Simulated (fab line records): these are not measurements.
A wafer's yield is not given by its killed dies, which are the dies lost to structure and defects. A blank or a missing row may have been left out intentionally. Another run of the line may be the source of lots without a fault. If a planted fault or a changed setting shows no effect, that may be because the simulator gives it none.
Matching of chambers / flow nand_harc / rie_diel-10 running NHARC_P_M1_DESCUM_14: 4 sister chambers
The step chemistry O2, time 3 s. 4 wafers are shown with their chamber, then 12 later ones without.

WAFERS WITH THEIR CHAMBER
wafer=L079.6; chamber=0; showerhead_plenum_p_Torr (Torr)=2.01
wafer=L084.3; chamber=3; showerhead_plenum_p_Torr (Torr)=1.92
wafer=L084.5; chamber=2; showerhead_plenum_p_Torr (Torr)=1.87
wafer=L084.6; chamber=1; showerhead_plenum_p_Torr (Torr)=1.97

WAFERS WITH NO CHAMBER GIVEN
wafer=L087.1; showerhead_plenum_p_Torr (Torr)=1.87
wafer=L087.3; showerhead_plenum_p_Torr (Torr)=1.97
wafer=L087.6; showerhead_plenum_p_Torr (Torr)=1.97
wafer=L094.2; showerhead_plenum_p_Torr (Torr)=2.01
wafer=L094.4; showerhead_plenum_p_Torr (Torr)=1.92
wafer=L094.6; showerhead_plenum_p_Torr (Torr)=2.01
wafer=L095.2; showerhead_plenum_p_Torr (Torr)=1.97
wafer=L095.3; showerhead_plenum_p_Torr (Torr)=1.86
wafer=L095.5; showerhead_plenum_p_Torr (Torr)=2.01
wafer=L097.2; showerhead_plenum_p_Torr (Torr)=1.92
wafer=L097.4; showerhead_plenum_p_Torr (Torr)=1.86
wafer=L097.6; showerhead_plenum_p_Torr (Torr)=1.97

THE CHAMBER EACH PASSED THROUGH
wafer=L087.1; from the rows above=2; in truth=2
wafer=L087.3; from the rows above=1; in truth=1
wafer=L087.6; from the rows above=1; in truth=1
wafer=L094.2; from the rows above=0; in truth=0
wafer=L094.4; from the rows above=3; in truth=3
wafer=L094.6; from the rows above=0; in truth=0
wafer=L095.2; from the rows above=1; in truth=1
wafer=L095.3; from the rows above=2; in truth=2
wafer=L095.5; from the rows above=0; in truth=0
wafer=L097.2; from the rows above=3; in truth=3
wafer=L097.4; from the rows above=2; in truth=2
wafer=L097.6; from the rows above=1; in truth=1
Placed correctly: 12 of 12. Can't be placed from these rows: 0. 0 placed wrongly.
How it was worked out, from the rows above alone: a wafer's distance from a chamber is the root of the sum, over the readings, of the square of ((its reading less the chamber's mean) divided by the reading's scatter). If the next closest chamber is less than 2 further off than the closest, the wafer can't be placed; otherwise it belongs to the closest. For every chamber, the mean is computed from those of its wafers that are shown. The scatter: root of mean squared gap, hidden wafer to nearest shown wafer, with one shown wafer a chamber.
